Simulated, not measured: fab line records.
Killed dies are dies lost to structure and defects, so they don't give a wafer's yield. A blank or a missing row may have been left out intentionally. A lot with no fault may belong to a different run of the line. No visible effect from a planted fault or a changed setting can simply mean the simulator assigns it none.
Chamber matching :: flow nandHarc :: 3 sister chambers for NHARC_A_STAIRCASE_DEP_151 on pecvd-04
The step deposits SiO2, target thk 7200 nm. 3 wafers are shown with their chamber, then 10 later ones without.

== WAFERS WITH THEIR CHAMBER ==
wafer: L090.1
chamber: 0
heaterPowerW (W): 652

wafer: L091.2
chamber: 2
heaterPowerW (W): 685

wafer: L091.4
chamber: 1
heaterPowerW (W): 483

== WAFERS WITHOUT THEIR CHAMBER ==
wafer: L091.5
heaterPowerW (W): 622

wafer: L093.1
heaterPowerW (W): 715

wafer: L093.2
heaterPowerW (W): 560

wafer: L093.4
heaterPowerW (W): 620

wafer: L095.1
heaterPowerW (W): 785

wafer: L095.3
heaterPowerW (W): 680

wafer: L095.4
heaterPowerW (W): 489

wafer: L097.1
heaterPowerW (W): 724

wafer: L097.3
heaterPowerW (W): 546

wafer: L097.4
heaterPowerW (W): 567

== WHICH CHAMBER EACH WENT THROUGH ==
wafer: L091.5
from the rows above: can't be placed: 0 or 2 or 1
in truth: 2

wafer: L093.1
from the rows above: can't be placed: 2 or 0
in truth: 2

wafer: L093.2
from the rows above: can't be placed: 1 or 0 or 2
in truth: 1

wafer: L093.4
from the rows above: can't be placed: 0 or 2 or 1
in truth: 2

wafer: L095.1
from the rows above: can't be placed: 2 or 0
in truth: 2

wafer: L095.3
from the rows above: can't be placed: 2 or 0
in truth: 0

wafer: L095.4
from the rows above: 1
in truth: 1

wafer: L097.1
from the rows above: can't be placed: 2 or 0
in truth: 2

wafer: L097.3
from the rows above: can't be placed: 1 or 0 or 2
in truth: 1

wafer: L097.4
from the rows above: can't be placed: 1 or 0 or 2
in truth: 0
Placed correctly: 1 of 10. Cannot be placed on the basis of these rows: 9; the candidates contain the true chamber in 9. 0 placed wrongly.
How it was worked out, from the rows above alone: a wafer's distance from a chamber is the root of the sum, over the readings, of the square of ((its reading less the chamber's mean) divided by the reading's scatter). The wafer belongs to the nearest chamber; if the next one is less than 2 further off, it can't be placed. The mean given for a chamber averages the wafers shown for that chamber. The scatter (one wafer shown for each chamber): square how far every hidden wafer sits from the nearest shown wafer, average those squares and take the square root.
